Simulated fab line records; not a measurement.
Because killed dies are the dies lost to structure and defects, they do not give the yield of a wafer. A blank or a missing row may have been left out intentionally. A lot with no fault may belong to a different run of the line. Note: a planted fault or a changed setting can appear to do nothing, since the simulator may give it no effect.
Matching of chambers ; flow n5 finfet ; 4 sister chambers for N5_GATE_CUT_ETCH_36 on rie diel-03
The step etches SiARC in CF4, target depth 13 nm, time 21.7 s. 22 wafers are shown with their chamber, then 11 later ones without.

## WAFERS, EACH WITH ITS CHAMBER
wafer;chamber;showerhead plenum p Torr (Torr);drypump motor current A (A);throttle valve pct (%)
L075.2;1;2.12;5.48;15.89
L075.4;3;2.20;5.80;15.49
L075.6;1;2.12;5.50;15.91
L077.1;0;2.07;5.74;15.70
L077.2;1;2.12;5.43;15.91
L077.5;0;2.07;5.74;15.68
L079.1;1;2.12;5.45;15.91
L079.4;3;2.20;5.83;15.52
L079.5;1;2.12;5.48;15.89
L080.1;3;2.20;5.79;15.52
L080.3;0;2.07;5.71;15.70
L080.5;0;2.07;5.72;15.70
L082.1;0;2.07;5.74;15.71
L082.2;2;2.18;6.05;15.61
L082.6;0;2.07;5.69;15.70
L085.1;1;2.12;5.48;15.93
L085.3;0;2.07;5.76;15.73
L085.6;3;2.20;5.82;15.56
L087.1;3;2.19;5.86;15.55
L087.4;1;2.12;5.46;15.93
L087.6;2;2.18;6.02;15.64
L088.1;2;2.18;6.01;15.63

SIGNATURES (means of the wafers above)
reading;chamber 0;chamber 1;chamber 2;chamber 3;scatter within a chamber
showerhead plenum p Torr;2.0700;2.1200;2.1800;2.1980;0.00211
drypump motor current A;5.7286;5.4686;6.0267;5.8200;0.0241
throttle valve pct;15.7029;15.9100;15.6267;15.5280;0.019
Rule: distance of a wafer from a chamber = root of the sum over the readings of ((wafer's reading minus chamber's mean) / reading's scatter) squared. If the next closest chamber is less than 2 further off than the closest, the wafer can't be placed; otherwise it belongs to the closest. The scatter: the root of (the sum of the squares of (reading less its chamber's mean) over the shown wafers, divided by (wafers less chambers)).

## WAFERS WHOSE CHAMBER IS MISSING
wafer;showerhead plenum p Torr (Torr);drypump motor current A (A);throttle valve pct (%)
L088.3;2.12;5.48;15.92
L088.6;2.19;5.85;15.57
L093.3;2.18;6.01;15.66
L093.5;2.19;5.85;15.56
L093.6;2.06;5.73;15.73
L094.1;2.06;5.73;15.75
L094.3;2.11;5.48;15.96
L094.5;2.11;5.47;15.97
L096.3;2.19;5.85;15.59
L096.5;2.19;5.86;15.57
L096.6;2.06;5.74;15.76

## WHICH CHAMBER EACH ONE RAN IN
wafer;from the rows above;in truth
L088.3;1;1
L088.6;3;3
L093.3;2;2
L093.5;3;3
L093.6;0;0
L094.1;0;0
L094.3;1;1
L094.5;1;1
L096.3;3;3
L096.5;3;3
L096.6;0;0
11 of 11 placed correctly. From these rows, 0 cannot be placed. Number placed wrongly: 0.
